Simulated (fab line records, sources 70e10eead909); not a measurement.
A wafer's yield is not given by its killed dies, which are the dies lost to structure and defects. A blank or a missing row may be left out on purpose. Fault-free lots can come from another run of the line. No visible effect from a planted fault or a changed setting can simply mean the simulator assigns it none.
The tool behind it: which one? + flow nandHarc + 24 lots with 72 wafers sampled at 6 steps, on a route of 1159 steps

## WHAT EACH GAUGE READ, for each wafer
NHARC_A_M0_OVL_MEAS_10: pitch 160 nm. Usual: overlayXNm 0.2 nm, standard deviation 0.93; overlayYNm 0.2 nm, standard deviation 0.68.
| lot  | measured     | on         | overlayXNm (nm) | overlayYNm (nm) | flag |
|------|--------------|------------|-----------------|-----------------|------|
| L076 | day 17 23:09 | overlay-01 | 1.2 1.6 2.2     | -0.4 -0.7 -1.0  |      |
| L075 | day 18 02:17 | overlay-02 | -1.1 -1.4 -1.0  | 0.4 0.0 0.2     |      |
| L077 | day 18 03:37 | overlay-01 | -0.2 -0.4 -0.2  | -0.4 -0.1 -0.5  |      |
| L080 | day 18 06:53 | overlay-02 | -1.2 -1.4 -0.5  | 0.8 -0.5 -0.1   |      |
| L078 | day 18 13:26 | overlay-01 | -0.6 -0.8 -0.6  | -0.6 -0.3 -0.3  |      |
| L079 | day 18 17:58 | overlay-02 | -0.3 -0.2 -0.5  | -0.3 0.5 -0.3   |      |
| L074 | day 19 02:05 | overlay-02 | 1.9 1.2 1.1     | -0.7 -0.8 -0.4  |      |
| L081 | day 19 07:28 | overlay-02 | 0.1 0.7 0.6     | 0.0 0.5 0.4     |      |
| L082 | day 19 11:09 | overlay-02 | 0.6 1.3 1.1     | 0.9 1.3 1.9     |      |
| L083 | day 19 19:24 | overlay-02 | -0.9 -0.4 -1.2  | -0.4 -0.4 -0.8  |      |
| L085 | day 19 19:48 | overlay-02 | 1.3 0.5 0.4     | 0.3 0.3 0.5     |      |
| L084 | day 20 16:47 | overlay-01 | 0.5 1.0 0.6     | 0.7 0.5 0.8     |      |
| L088 | day 20 22:05 | overlay-01 | 0.6 0.7 0.6     | -0.7 0.2 -0.8   |      |
| L087 | day 20 22:28 | overlay-02 | 0.2 1.0 0.2     | -0.7 -0.3 -0.1  |      |
| L086 | day 21 04:34 | overlay-01 | 1.7 1.1 1.5     | -0.3 -0.4 0.1   |      |
| L089 | day 21 15:41 | overlay-02 | -0.8 -1.5 -1.7  | -0.1 0.5 0.4    |      |
| L090 | day 21 23:54 | overlay-01 | 1.0 1.0 0.8     | 1.6 1.3 1.1     |      |
| L094 | day 22 00:55 | overlay-01 | -1.2 -1.3 -1.3  | -1.0 -0.2 -0.3  |      |
| L091 | day 22 04:31 | overlay-01 | -1.6 -0.9 -0.4  | 0.9 1.0 1.3     |      |
| L092 | day 22 08:05 | overlay-02 | -0.7 -0.2 -0.1  | 1.3 1.5 0.9     |      |
| L093 | day 22 08:29 | overlay-01 | 0.3 0.4 0.8     | 0.3 0.4 0.3     |      |
| L095 | day 22 16:55 | overlay-02 | 1.3 1.7 1.9     | 0.2 0.9 0.5     |      |
| L096 | day 22 20:33 | overlay-02 | 0.3 0.6 0.5     | 0.2 0.1 0.6     |      |
| L097 | day 23 05:04 | overlay-01 | 0.1 0.5 -0.3    | 0.6 0.7 0.6     |      |

NHARC_A_M1_OVL_MEAS_10: pitch 240 nm. Usual: overlayXNm -0.1 nm, standard deviation 0.95; overlayYNm 0.3 nm, standard deviation 0.96.
| lot  | measured     | on         | overlayXNm (nm) | overlayYNm (nm) | flag |
|------|--------------|------------|-----------------|-----------------|------|
| L076 | day 18 03:13 | overlay-01 | -0.8 -0.7 -0.6  | 0.9 0.7 1.1     |      |
| L075 | day 18 06:14 | overlay-01 | -1.8 -2.2 -1.7  | 0.9 0.9 1.1     |      |
| L077 | day 18 07:42 | overlay-01 | 0.7 1.3 0.9     | 0.5 0.9 0.3     |      |
| L080 | day 18 10:58 | overlay-01 | 1.1 0.5 0.8     | 0.1 0.1 0.8     |      |
| L078 | day 18 17:32 | overlay-01 | -1.6 -1.9 -1.7  | -1.1 -0.5 -1.1  |      |
| L079 | day 18 21:53 | overlay-02 | 0.4 1.0 0.0     | 1.4 1.1 0.7     |      |
| L074 | day 19 06:20 | overlay-01 | 1.2 1.0 0.7     | -0.5 0.0 -0.4   |      |
| L081 | day 19 11:30 | overlay-01 | -1.1 -1.6 -1.9  | -1.7 -1.6 -1.6  |      |
| L082 | day 19 15:38 | overlay-02 | 2.0 1.7 1.1     | -0.2 0.3 -0.1   |      |
| L083 | day 19 23:45 | overlay-01 | -0.5 -0.5 -0.6  | 0.2 -0.3 -0.3   |      |
| L085 | day 20 00:12 | overlay-02 | -0.1 0.6 0.7    | -1.4 -1.9 -1.3  |      |
| L084 | day 20 22:04 | overlay-02 | 0.5 0.4 0.8     | -0.3 0.1 -0.7   |      |
| L088 | day 21 02:31 | overlay-02 | -0.8 -0.9 -1.2  | -0.5 -1.1 -0.5  |      |
| L087 | day 21 03:18 | overlay-02 | -0.3 -0.8 -1.1  | -0.1 -0.5 -0.8  |      |
| L086 | day 21 08:44 | overlay-01 | -0.4 0.0 -0.8   | 0.6 0.7 0.8     |      |
| L089 | day 21 19:39 | overlay-02 | 0.3 0.8 0.6     | 1.1 0.6 0.8     |      |
| L090 | day 22 04:08 | overlay-02 | 1.2 1.0 1.6     | 0.9 0.9 0.6     |      |
| L094 | day 22 05:11 | overlay-02 | 0.3 0.4 0.4     | 0.9 0.5 0.5     |      |
| L091 | day 22 08:58 | overlay-02 | -0.9 -0.3 -0.1  | 2.5 1.9 2.3     |      |
| L092 | day 22 12:32 | overlay-01 | -0.4 0.1 -0.3   | -1.3 -1.7 -0.8  |      |
| L093 | day 22 12:42 | overlay-02 | 0.1 0.1 -0.1    | 1.6 1.3 0.9     |      |
| L095 | day 22 20:59 | overlay-01 | -0.9 -0.5 -1.1  | 1.0 0.7 0.9     |      |
| L096 | day 23 00:28 | overlay-01 | -0.1 -0.2 0.0   | 1.5 0.6 0.9     |      |
| L097 | day 23 09:18 | overlay-02 | 0.0 -0.2 -0.2   | 0.7 1.1 1.4     |      |

NHARC_HYBRID_BOND_OVL_MEAS_05. Usual: overlayXNm -1 nm, standard deviation 32; overlayYNm -2 nm, standard deviation 33.
| lot  | measured     | on         | overlayXNm (nm) | overlayYNm (nm) | flag |
|------|--------------|------------|-----------------|-----------------|------|
| L076 | day 18 20:26 | overlay-02 | 41 -14 10       | -62 27 48       |      |
| L075 | day 18 20:26 | overlay-01 | 11 -5 23        | -34 -41 15      |      |
| L077 | day 19 03:50 | overlay-02 | 16 -24 74       | 34 9 8          |      |
| L080 | day 19 03:50 | overlay-01 | 34 14 -49       | -18 -17 -22     |      |
| L078 | day 19 13:14 | overlay-02 | 15 2 33         | -22 11 -77      |      |
| L079 | day 19 13:14 | overlay-01 | -40 -8 46       | 39 46 -29       |      |
| L074 | day 19 23:40 | overlay-02 | 14 68 -4        | 8 -35 -21       |      |
| L081 | day 20 11:23 | overlay-01 | 5 -7 38         | 21 45 -27       |      |
| L082 | day 20 11:23 | overlay-02 | 4 45 -32        | 1 48 -41        |      |
| L083 | day 20 19:37 | overlay-02 | -40 20 16       | -74 1 -1        |      |
| L085 | day 20 19:37 | overlay-01 | 42 -17 -20      | 46 21 20        |      |
| L084 | day 21 17:22 | overlay-02 | 8 -10 7         | 8 -36 -13       |      |
| L088 | day 21 17:23 | overlay-01 | -67 4 25        | 17 37 -80       |      |
| L087 | day 21 21:38 | overlay-02 | -48 -34 -8      | -9 -24 2        |      |
| L086 | day 22 06:19 | overlay-01 | -85 6 -24       | 70 -1 14        |      |
| L089 | day 22 13:19 | overlay-02 | -20 -42 23      | 16 36 41        |      |
| L090 | day 22 21:22 | overlay-02 | -21 -24 15      | -1 18 30        |      |
| L094 | day 22 21:22 | overlay-01 | -11 -12 44      | 32 -9 -10       |      |
| L091 | day 23 02:41 | overlay-01 | 31 -14 65       | 19 2 19         |      |
| L092 | day 23 02:42 | overlay-02 | -12 -57 12      | -68 -23 4       |      |
| L093 | day 23 07:05 | overlay-02 | -6 88 27        | -6 45 13        |      |
| L095 | day 23 15:14 | overlay-02 | -23 -22 31      | -34 -34 7       |      |
| L096 | day 23 15:14 | overlay-01 | 10 -19 27       | 27 -38 -24      |      |
| L097 | day 24 02:28 | overlay-01 | 27 39 -3        | -14 19 16       |      |

## WHAT TOOL EACH LOT RAN ON (gives the tool, then ch and the chambers of the sampled wafers, and finally the start)
| lot  | NHARC_A_M1_ANNEAL_31            | NHARC_A_M1_CMP_23             | NHARC_A_BONDPAD_DESCUM_11         |
|------|---------------------------------|-------------------------------|-----------------------------------|
| L076 | rtpAnneal-01 ch 0, day 18 05:08 | cmp-04 ch 1,2,3, day 18 05:28 | rieDiel-11 ch 0,1,2, day 18 08:04 |
| L075 | rtpAnneal-02 ch 0, day 18 08:14 | cmp-01 ch 0,1,3, day 18 08:31 | rieDiel-11 ch 1,3, day 18 11:01   |
| L077 | rtpAnneal-01 ch 0, day 18 09:37 | cmp-02 ch 0,1,2, day 18 09:56 | rieDiel-07 ch 0,2,3, day 18 12:32 |
| L080 | rtpAnneal-01 ch 0, day 18 12:55 | cmp-01 ch 0,3, day 18 13:13   | rieDiel-11 ch 0,2,3, day 18 15:43 |
| L078 | rtpAnneal-02 ch 0, day 18 19:28 | cmp-02 ch 1,2, day 18 19:45   | rieDiel-11 ch 1,2,3, day 18 22:23 |
| L079 | rtpAnneal-02 ch 0, day 18 23:51 | cmp-01 ch 0,1, day 19 00:06   | rieDiel-11 ch 0,1, day 19 02:40   |
| L074 | rtpAnneal-01 ch 0, day 19 08:16 | cmp-04 ch 0,1, day 19 08:34   | rieDiel-07 ch 1,2,3, day 19 11:13 |
| L081 | rtpAnneal-01 ch 0, day 19 13:43 | cmp-01 ch 1,2,3, day 19 14:04 | rieDiel-07 ch 0,1,2, day 19 16:38 |
| L082 | rtpAnneal-02 ch 0, day 19 17:38 | cmp-02 ch 0,2, day 19 17:58   | rieDiel-11 ch 2,3, day 19 20:31   |
| L083 | rtpAnneal-01 ch 0, day 20 01:39 | cmp-02 ch 1,2,3, day 20 01:59 | rieDiel-11 ch 0,1,3, day 20 04:37 |
| L085 | rtpAnneal-02 ch 0, day 20 02:10 | cmp-04 ch 0,2,3, day 20 02:28 | rieDiel-11 ch 0,1,3, day 20 05:06 |
| L084 | rtpAnneal-01 ch 0, day 21 00:02 | cmp-02 ch 0,1,3, day 21 00:21 | rieDiel-11 ch 1,2, day 21 03:04   |
| L088 | rtpAnneal-01 ch 0, day 21 04:29 | cmp-01 ch 0,1,2, day 21 04:50 | rieDiel-11 ch 0,2,3, day 21 07:25 |
| L087 | rtpAnneal-02 ch 0, day 21 05:24 | cmp-01 ch 1,2, day 21 05:47   | rieDiel-07 ch 0,2,3, day 21 09:10 |
| L086 | rtpAnneal-01 ch 0, day 21 10:42 | cmp-01 ch 0,2,3, day 21 11:03 | rieDiel-11 ch 1,2,3, day 21 13:41 |
| L089 | rtpAnneal-02 ch 0, day 21 21:50 | cmp-02 ch 1,2,3, day 21 22:11 | rieDiel-11 ch 1,2,3, day 22 00:52 |
| L090 | rtpAnneal-01 ch 0, day 22 06:07 | cmp-04 ch 0,1, day 22 06:26   | rieDiel-11 ch 0,1, day 22 08:53   |
| L094 | rtpAnneal-02 ch 0, day 22 07:19 | cmp-01 ch 0,1,2, day 22 07:35 | rieDiel-11 ch 0,1, day 22 10:14   |
| L091 | rtpAnneal-01 ch 0, day 22 10:59 | cmp-02 ch 0,2,3, day 22 11:19 | rieDiel-11 ch 1,2,3, day 22 14:00 |
| L092 | rtpAnneal-02 ch 0, day 22 14:27 | cmp-01 ch 0,1, day 22 14:45   | rieDiel-11 ch 1,2, day 22 17:23   |
| L093 | rtpAnneal-02 ch 0, day 22 14:46 | cmp-04 ch 0,3, day 22 15:05   | rieDiel-07 ch 0,2, day 22 17:40   |
| L095 | rtpAnneal-02 ch 0, day 22 22:58 | cmp-01 ch 0,1,3, day 22 23:20 | rieDiel-11 ch 0,2,3, day 23 01:49 |
| L096 | rtpAnneal-01 ch 0, day 23 02:28 | cmp-04 ch 1,2,3, day 23 02:46 | rieDiel-11 ch 0,2, day 23 05:20   |
| L097 | rtpAnneal-01 ch 0, day 23 11:28 | cmp-04 ch 1,2,3, day 23 11:50 | rieDiel-11 ch 0,1,2, day 23 14:23 |
- NHARC_A_M1_ANNEAL_31: time 90 s.
- NHARC_A_M1_CMP_23: polishes, t overpolish 20 s, target thk 154.34 nm.
- NHARC_A_BONDPAD_DESCUM_11: chemistry O2, time 3 s.

## WHAT THE TOOLS THEMSELVES READ (means of the sampled wafers that have a number; where no wafer has one, the mark that the record gives instead)
NHARC_A_M1_ANNEAL_31. Usual: wafer_temp_C_max reads 225.91 (standard deviation 0.22).
| lot  | tool         | wafer_temp_C_max | flag |
|------|--------------|------------------|------|
| L076 | rtpAnneal-01 | 226.10           |      |
| L075 | rtpAnneal-02 | 225.63           |      |
| L077 | rtpAnneal-01 | 226.21           |      |
| L080 | rtpAnneal-01 | 225.84           |      |
| L078 | rtpAnneal-02 | 225.78           |      |
| L079 | rtpAnneal-02 | 225.90           |      |
| L074 | rtpAnneal-01 | 225.89           |      |
| L081 | rtpAnneal-01 | 225.94           |      |
| L082 | rtpAnneal-02 | 226.00           |      |
| L083 | rtpAnneal-01 | 226.02           |      |
| L085 | rtpAnneal-02 | 225.66           |      |
| L084 | rtpAnneal-01 | 226.09           |      |
| L088 | rtpAnneal-01 | 225.89           |      |
| L087 | rtpAnneal-02 | 225.98           |      |
| L086 | rtpAnneal-01 | 225.92           |      |
| L089 | rtpAnneal-02 | 225.96           |      |
| L090 | rtpAnneal-01 | 225.95           |      |
| L094 | rtpAnneal-02 | 225.89           |      |
| L091 | rtpAnneal-01 | 226.01           |      |
| L092 | rtpAnneal-02 | 225.73           |      |
| L093 | rtpAnneal-02 | 225.67           |      |
| L095 | rtpAnneal-02 | 225.67           |      |
| L096 | rtpAnneal-01 | 226.04           |      |
| L097 | rtpAnneal-01 | 226.14           |      |

NHARC_A_M1_CMP_23. Usual: motorCurrentA 11.8 A, standard deviation 1.2; retainingRingPressureFrac 1.000, standard deviation 0.0051; timeToEndpointS 28.5 s, standard deviation 2.8.
| lot  | tool   | motorCurrentA (A) | retainingRingPressureFrac | timeToEndpointS (s) | flag |
|------|--------|-------------------|---------------------------|---------------------|------|
| L076 | cmp-04 | 11.8              | 1.002                     | 26.1                |      |
| L075 | cmp-01 | 12.3              | 1.005                     | 28.0                |      |
| L077 | cmp-02 | 11.5              | 1.004                     | 30.7                |      |
| L080 | cmp-01 | 13.1              | 0.997                     | 28.3                |      |
| L078 | cmp-02 | 12.1              | 1.002                     | 32.9                |      |
| L079 | cmp-01 | 11.0              | 1.005                     | 29.0                |      |
| L074 | cmp-04 | 12.2              | 0.998                     | 25.0                |      |
| L081 | cmp-01 | 12.6              | 1.004                     | 25.1                |      |
| L082 | cmp-02 | 11.9              | 0.999                     | 27.1                |      |
| L083 | cmp-02 | 11.9              | 0.999                     | 28.6                |      |
| L085 | cmp-04 | 11.8              | 1.001                     | 29.4                |      |
| L084 | cmp-02 | 10.8              | 1.003                     | 30.1                |      |
| L088 | cmp-01 | 11.4              | 0.997                     | 29.6                |      |
| L087 | cmp-01 | 11.9              | 1.007                     | 27.1                |      |
| L086 | cmp-01 | 12.2              | 0.995                     | 27.9                |      |
| L089 | cmp-02 | 12.1              | 1.000                     | 31.9                |      |
| L090 | cmp-04 | 11.8              | 1.001                     | 28.7                |      |
| L094 | cmp-01 | 11.6              | 0.996                     | 28.5                |      |
| L091 | cmp-02 | 11.3              | 1.004                     | 29.1                |      |
| L092 | cmp-01 | 11.2              | 0.993                     | 28.8                |      |
| L093 | cmp-04 | 12.0              | 0.999                     | 28.9                |      |
| L095 | cmp-01 | 12.3              | 1.000                     | 29.7                |      |
| L096 | cmp-04 | 11.5              | 1.005                     | 27.8                |      |
| L097 | cmp-04 | 11.6              | 0.999                     | 28.1                |      |

NHARC_A_BONDPAD_DESCUM_11. Usual: drypumpMotorCurrentA 5.37 A, standard deviation 0.22; oesProductAu 1.004 a.u., standard deviation 0.0095; rfVppV 58.0 V, standard deviation 0.92; showerheadPlenumPTorr 1.94 Torr, standard deviation 0.097; throttleValvePct 11.312 %, standard deviation 0.0085.
| lot  | tool       | drypumpMotorCurrentA (A) | oesProductAu (a.u.) | rfVppV (V) | showerheadPlenumPTorr (Torr) | throttleValvePct (%) | flag |
|------|------------|--------------------------|---------------------|------------|------------------------------|----------------------|------|
| L076 | rieDiel-11 | 5.44                     | 0.998               | 58.0       | 1.94                         | 11.313               |      |
| L075 | rieDiel-11 | 5.39                     | 0.999               | 57.6       | 1.98                         | 11.302               |      |
| L077 | rieDiel-07 | 5.36                     | 0.995               | 58.4       | 1.98                         | 11.308               |      |
| L080 | rieDiel-11 | 5.25                     | 1.010               | 58.0       | 1.88                         | 11.313               |      |
| L078 | rieDiel-11 | 5.35                     | 1.006               | 58.0       | 1.90                         | 11.303               |      |
| L079 | rieDiel-11 | 5.36                     | 1.017               | 57.8       | 2.01                         | 11.306               |      |
| L074 | rieDiel-07 | 5.51                     | 1.004               | 58.5       | 2.00                         | 11.313               |      |
| L081 | rieDiel-07 | 5.34                     | 1.006               | 57.6       | 1.97                         | 11.306               |      |
| L082 | rieDiel-11 | 5.34                     | 1.002               | 57.9       | 1.81                         | 11.310               |      |
| L083 | rieDiel-11 | 5.29                     | 1.009               | 57.3       | 1.97                         | 11.305               |      |
| L085 | rieDiel-11 | 5.29                     | 1.004               | 58.0       | 1.97                         | 11.313               |      |
| L084 | rieDiel-11 | 5.54                     | 1.006               | 58.0       | 1.87                         | 11.310               |      |
| L088 | rieDiel-11 | 5.24                     | 1.005               | 58.6       | 1.88                         | 11.319               |      |
| L087 | rieDiel-07 | 5.36                     | 0.995               | 57.5       | 1.97                         | 11.320               |      |
| L086 | rieDiel-11 | 5.37                     | 1.002               | 57.9       | 1.90                         | 11.311               |      |
| L089 | rieDiel-11 | 5.38                     | 0.997               | 57.9       | 1.90                         | 11.313               |      |
| L090 | rieDiel-11 | 5.49                     | 0.999               | 57.8       | 2.03                         | 11.313               |      |
| L094 | rieDiel-11 | 5.37                     | 1.003               | 57.3       | 2.01                         | 11.307               |      |
| L091 | rieDiel-11 | 5.38                     | 1.000               | 57.1       | 1.90                         | 11.306               |      |
| L092 | rieDiel-11 | 5.56                     | 1.003               | 58.0       | 1.96                         | 11.311               |      |
| L093 | rieDiel-07 | 5.29                     | 0.985               | 58.6       | 1.95                         | 11.300               |      |
| L095 | rieDiel-11 | 5.25                     | 1.006               | 57.5       | 1.88                         | 11.312               |      |
| L096 | rieDiel-11 | 5.43                     | 1.006               | 57.5       | 1.86                         | 11.316               |      |
| L097 | rieDiel-11 | 5.43                     | 1.006               | 58.3       | 1.94                         | 11.321               |      |

## THE ANSWER, worked out from the rows above alone
Rule: a lot counts as off when the mean over its wafers that have a number is more than 3 standard deviations away from the usual mean. A lot without any number at a reading at which 4 lots or more have one is off too. The other lots that the step has rows for count as sound. After the gauges, taken in route order, come the tools' own readings; for these a lot's mean is taken, as printed above. At the first step where some lot is off, the reading lying furthest off is the one used; lots without a number count as furthest.
Nothing can be told from this: no lot is off at any reading shown.

## WHAT WAS PUT IN BY THE SIMULATOR
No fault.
